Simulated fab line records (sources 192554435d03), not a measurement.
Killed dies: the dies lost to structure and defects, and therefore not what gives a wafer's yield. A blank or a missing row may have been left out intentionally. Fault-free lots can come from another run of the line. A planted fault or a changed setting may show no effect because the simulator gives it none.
fab line records	flow n5_finfet	part 2 of 2: steps 5 to 6 of 6
[record] lots = 23	wafers = 69	last_day = 17
route steps=1938 shown BEOL_M9@1455 BEOL_M10@1492 BEOL_M11@1552
lots that met no fault: from a run of the same line without faults
start_h: hours from the record's first day to the start of the lot's first wafer shown	wait_h: hours since the lot's step before	" repeats the value in the row above	L1.1+2: a row that stands for several wafers	- no value, or no start was given	* or withheld: withheld	< > ~ a bound
route shown NAME@n: NAME is a module with steps in the file, n the number in the route of the first one	usual: mean and standard deviation over wafers with no fault	same: alike in all rows	chamber/n: place in a boat	sites: per-site readings	_std_site: standard deviation of those values	_edge_site: outer sites' mean less inner sites'	radius_mm: how far each site lies from the wafer's centre	mask NAME#n: copy n	behind: the most recent tool/chamber to have shaped the wafer	hold: why the lot went on hold/how many hours it stayed there/how the hold came to an end	device: names the non-switching transistor (n, p or np)	end of line: the route-end tests of the same wafers	where a step has no rows: the recipe by itself	killed: dies lost to structure and defects at the first sort, not the wafer's yield	map: shows each die of a wafer: x if killed, . if not, _ if none is there
set.NAME: the setting that was run; set.NAME@STEP: the one run at that earlier step	model.NAME: the simulator's own value behind a step, which no gauge read
a sample of lots followed through the steps of the route, with each step as a table and each wafer as a row
services: from which hour (start_h, from the record's first day; less than 0 if before it) a tool's chamber was out of use, for how many hours, and why
[[steps]]
[step N5_BEOL_M11_HM_OPEN_17]
[recipe] chemistry = Cl2/BCl3	target_depth_a = 200	overetch_a = 60	target = TiN	mask_material = SOC	ion_energy_ev = 150	pressure_mtorr = 10	icp_w = 1000	bias_w = 126	Cl2_flow_sccm = 53.25	bcl3_flow_sccm = 21.75	Ar_flow_sccm = 25
[usual] drypump_motor_current_A = 5.50/0.23	he_backside_leak_sccm = 3.42/0.29	mfc_cl2_sccm = 53.28/0.15	oes_product_au = 0.67/0.064	rf_fwd_power_W = 995/3.5	throttle_valve_pct = 22.34/0.23
lot.wafer	tool	chamber	start_h	wait_h	drypump_motor_current_A	he_backside_leak_sccm	mfc_cl2_sccm	oes_product_au	rf_fwd_power_W	rf_hours_counter_h	throttle_valve_pct
L074.1	rie_metal-03	1	219.70	0.0	5.84	3.64	53.31	0.78	991	7	22.40
L074.2	"	0	"	"	5.46	3.29	53.35	0.67	993	36	22.24
L074.3	"	0	"	"	5.50	3.32	53.50	0.68	989	-	22.25
L075.2	rie_metal-01	0	224.65	0.0	5.41	3.63	53.34	0.58	996	92	22.64
L075.3	"	1	"	"	5.33	3.42	53.15	0.71	998	-	21.89
L075.6	"	1	"	"	5.34	3.27	53.14	0.71	998	-	21.89
L077.1	rie_metal-02	0	236.30	0.0	5.64	3.13	53.39	0.64	998	46	22.38
L077.2	"	1	"	"	5.06	3.67	53.16	0.77	988	11	22.48
L077.5	"	1	"	"	5.07	3.54	53.61	0.76	991	-	22.47
L076.2	rie_metal-01	1	236.81	0.0	5.34	3.17	53.44	0.71	993	23	21.89
L076.5	"	1	"	"	5.34	3.33	53.33	0.70	995	-	21.89
L076.6	"	0	"	"	5.46	3.53	53.27	0.57	996	-	22.64
L078.2	rie_metal-03	0	242.73	0.0	5.46	3.29	53.19	0.66	995	38	22.28
L078.4	"	1	"	"	5.85	3.62	53.36	0.74	1003	-	22.42
L078.6	"	0	"	"	5.46	3.34	53.23	0.66	993	-	22.27
L079.1	rie_metal-03	0	249.04	0.0	5.44	3.29	53.24	0.67	998	39	22.23
L079.2	"	1	"	"	5.85	5.97	53.35	0.76	999	11	22.40
L079.4	"	0	"	"	5.44	3.36	53.37	0.67	994	-	22.22
L080.2	rie_metal-02	1	251.20	0.0	5.07	3.75	53.23	0.77	990	12	22.49
L080.3	"	0	"	"	5.60	3.14	53.32	0.63	994	-	22.37
L080.6	"	0	"	"	5.62	3.29	53.35	0.64	996	-	22.36
L082.2	rie_metal-01	1	265.82	0.0	5.35	3.18	53.48	0.69	994	26	21.91
L082.3	"	1	"	"	5.37	3.03	53.17	0.69	989	-	21.93
L082.6	"	0	"	"	5.45	3.61	53.27	0.56	995	-	22.65
L081.1	rie_metal-02	0	270.17	0.0	5.62	3.25	53.40	0.63	1000	50	22.38
L081.3	"	0	"	"	5.60	3.18	53.47	0.63	998	-	22.38
L081.6	"	1	"	"	5.07	3.37	53.00	0.75	987	-	22.48
L084.1	rie_metal-01	0	281.51	0.0	5.42	3.49	53.48	0.56	998	98	22.62
L084.2	"	1	"	"	5.37	3.20	53.31	0.68	992	28	21.92
L084.4	"	0	"	"	5.46	3.62	53.21	0.57	994	-	22.64
L086.2	rie_metal-02	1	282.17	0.0	5.06	3.59	53.31	0.73	991	15	22.51
L086.3	"	0	"	"	5.61	3.51	53.21	0.62	1002	-	22.39
L086.4	"	1	"	"	5.08	3.57	53.12	0.74	995	-	22.51
L085.1	rie_metal-03	0	297.69	0.0	5.43	3.34	53.24	0.65	992	43	22.26
L085.4	"	1	"	"	5.85	3.73	53.37	0.73	996	-	22.42
L085.5	"	1	"	"	5.83	3.68	53.37	0.73	998	-	22.43
L087.4	rie_metal-03	0	298.47	0.1	5.44	3.29	53.65	0.66	994	-	22.26
L087.5	"	1	"	"	5.84	3.70	53.11	0.74	989	-	22.41
L087.6	"	0	"	"	5.45	3.34	53.25	0.66	991	-	22.24
L088.2	rie_metal-03	0	301.50	0.0	5.46	3.31	53.35	0.65	992	44	22.26
L088.4	"	1	"	"	5.85	3.72	53.14	0.74	997	-	22.41
L088.6	"	0	"	"	5.45	3.27	53.25	0.65	989	-	22.26
L089.2	rie_metal-01	1	303.93	0.0	5.31	3.33	53.00	0.69	991	29	21.89
L089.3	"	0	"	"	5.45	3.24	53.18	0.57	1000	-	22.62
L089.6	"	1	"	"	5.34	3.19	53.14	0.68	1001	-	21.89
L090.4	rie_metal-03	1	320.67	0.1	5.85	3.56	53.29	0.74	994	-	22.40
L090.5	"	0	"	"	5.47	3.28	53.12	0.66	994	-	22.26
L090.6	"	1	"	"	5.84	3.59	53.27	0.73	999	-	22.42
L091.1	rie_metal-01	1	328.62	0.0	5.34	3.17	53.45	0.68	996	31	21.92
L091.4	"	0	"	"	5.45	3.41	53.62	0.55	995	-	22.65
L091.5	"	0	"	"	5.46	3.25	53.44	0.56	1000	-	22.65
L092.1	rie_metal-02	1	332.67	0.0	5.06	3.63	53.71	0.72	992	20	22.54
L092.2	"	0	"	"	5.60	3.12	53.32	0.61	994	56	22.37
L092.4	"	1	"	"	5.06	3.46	53.36	0.73	990	-	22.52
L093.1	rie_metal-01	1	335.57	0.0	5.33	3.13	53.24	0.67	999	32	21.93
L093.3	"	0	"	"	5.44	3.38	52.97	0.56	996	-	22.66
L093.4	"	1	"	"	5.31	3.16	53.50	0.67	997	-	21.92
L094.4	rie_metal-01	1	343.40	0.1	5.33	2.91	53.38	0.67	998	-	21.88
L094.5	"	0	"	"	5.45	3.72	53.27	0.56	996	-	22.68
L094.6	"	1	"	"	5.30	2.97	53.23	0.67	1000	-	21.91
L095.2	rie_metal-03	0	346.52	0.0	5.43	3.28	53.24	0.66	986	47	22.25
L095.3	"	0	"	"	5.45	3.28	53.34	0.65	991	-	22.28
L095.5	"	0	"	"	5.46	3.26	53.30	0.64	994	-	22.26
L097.3	rie_metal-03	1	357.30	0.1	5.85	3.62	53.50	0.71	999	-	22.43
L097.4	"	0	"	"	5.44	3.28	53.26	0.64	994	-	22.28
L097.6	"	1	"	"	5.84	3.58	53.39	0.72	996	-	22.42
L096.1	rie_metal-03	0	360.76	0.0	5.44	3.30	53.07	0.66	990	48	22.26
L096.2	"	1	"	"	5.85	3.66	53.22	0.73	995	20	22.42
L096.3	"	1	"	"	5.85	3.61	53.43	0.72	993	-	22.41
[step N5_BEOL_M11_CD_MEAS_18]
[recipe] pitch_nm = 140	target_cd_nm = 70
[usual] cd_nm = 69.9/0.68
lot.wafer	tool	chamber	start_h	wait_h	cd_nm
L074.1	cd_sem-02	-	219.88	0.0	68.0
L074.2	"	-	"	"	70.2
L074.3	"	-	"	"	69.0
L075.2	cd_sem-02	-	224.92	0.1	69.4
L075.3	"	-	"	"	70.1
L075.6	"	-	"	"	69.8
L077.1	cd_sem-03	-	236.49	0.0	69.4
L077.2	"	-	"	"	69.9
L077.5	"	-	"	"	69.1
L076.2	cd_sem-02	-	237.02	0.1	70.4
L076.5	"	-	"	"	70.3
L076.6	"	-	"	"	70.0
L078.2	cd_sem-01	-	242.91	0.1	70.0
L078.4	"	-	"	"	69.8
L078.6	"	-	"	"	69.5
L079.1	cd_sem-01	-	249.22	0.0	69.4
L079.2	"	-	"	"	69.5
L079.4	"	-	"	"	69.7
L080.2	cd_sem-02	-	251.66	0.1	69.6
L080.3	"	-	"	"	70.3
L080.6	"	-	"	"	70.1
L082.2	cd_sem-01	-	266.19	0.1	70.4
L082.3	"	-	"	"	69.7
L082.6	"	-	"	"	70.1
L081.1	cd_sem-03	-	270.35	0.0	69.5
L081.3	"	-	"	"	70.8
L081.6	"	-	"	"	69.0
L084.1	cd_sem-02	-	281.69	0.0	70.3
L084.2	"	-	"	"	68.3
L084.4	"	-	"	"	69.6
L086.2	cd_sem-03	-	282.39	0.1	70.1
L086.3	"	-	"	"	69.2
L086.4	"	-	"	"	68.9
L085.1	cd_sem-02	-	297.87	0.0	70.2
L085.4	"	-	"	"	70.0
L085.5	"	-	"	"	69.6
L087.4	cd_sem-02	-	298.63	0.1	71.0
L087.5	"	-	"	"	70.1
L087.6	"	-	"	"	69.9
L088.2	cd_sem-03	-	301.69	0.1	70.8
L088.4	"	-	"	"	69.4
L088.6	"	-	"	"	69.3
L089.2	cd_sem-01	-	304.21	0.1	69.6
L089.3	"	-	"	"	71.0
L089.6	"	-	"	"	71.1
L090.4	cd_sem-03	-	321.01	0.1	69.8
L090.5	"	-	"	"	70.0
L090.6	"	-	"	"	70.3
L091.1	cd_sem-02	-	328.80	0.0	70.4
L091.4	"	-	"	"	69.8
L091.5	"	-	"	"	70.3
L092.1	cd_sem-02	-	332.85	0.0	70.5
L092.2	"	-	"	"	70.9
L092.4	"	-	"	"	70.4
L093.1	cd_sem-03	-	335.78	0.0	68.8
L093.3	"	-	"	"	69.9
L093.4	"	-	"	"	70.2
L094.4	cd_sem-03	-	343.56	0.1	69.0
L094.5	"	-	"	"	69.9
L094.6	"	-	"	"	69.2
L095.2	cd_sem-02	-	346.70	0.1	70.5
L095.3	"	-	"	"	70.5
L095.5	"	-	"	"	70.5
L097.3	cd_sem-02	-	357.58	0.1	69.7
L097.4	"	-	"	"	70.8
L097.6	"	-	"	"	69.7
L096.1	cd_sem-02	-	361.01	0.0	69.8
L096.2	"	-	"	"	69.5
L096.3	"	-	"	"	70.0
[[services]]
tool	chamber	start_h	hours	kind
pecvd-02	1	195.84	18.6	repair
rie_diel-03	2	214.25	38.8	repair
pecvd-01	1	216.41	5.0	repair
uv_cure-01	-	226.58	28.1	pm
rie_diel-02	2	231.84	21.6	repair
pecvd-03	-	254.60	0.9	repair
uv_cure-01	-	254.68	1.0	pm
rie_diel-04	2	265.77	9.3	repair
uv_cure-03	-	269.52	7.5	pm
rie_diel-05	2	270.47	12.0	repair
rie_metal-03	-	272.56	2.8	pm
uv_cure-01	-	284.06	7.5	pm
uv_cure-02	-	296.95	4.5	pm
pecvd-03	1	308.67	4.0	repair
rie_diel-05	3	312.55	6.6	repair
rie_diel-05	2	317.23	1.2	repair
pecvd-02	-	317.75	2.8	pm
pecvd-03	-	321.24	0.5	repair
rie_diel-03	2	331.22	2.2	repair
pecvd-01	0	334.50	3.8	repair
uv_cure-02	-	345.33	0.3	repair
pecvd-02	0	345.35	15.8	repair
pecvd-02	-	358.11	0.8	pm
uv_cure-03	-	358.37	0.4	repair
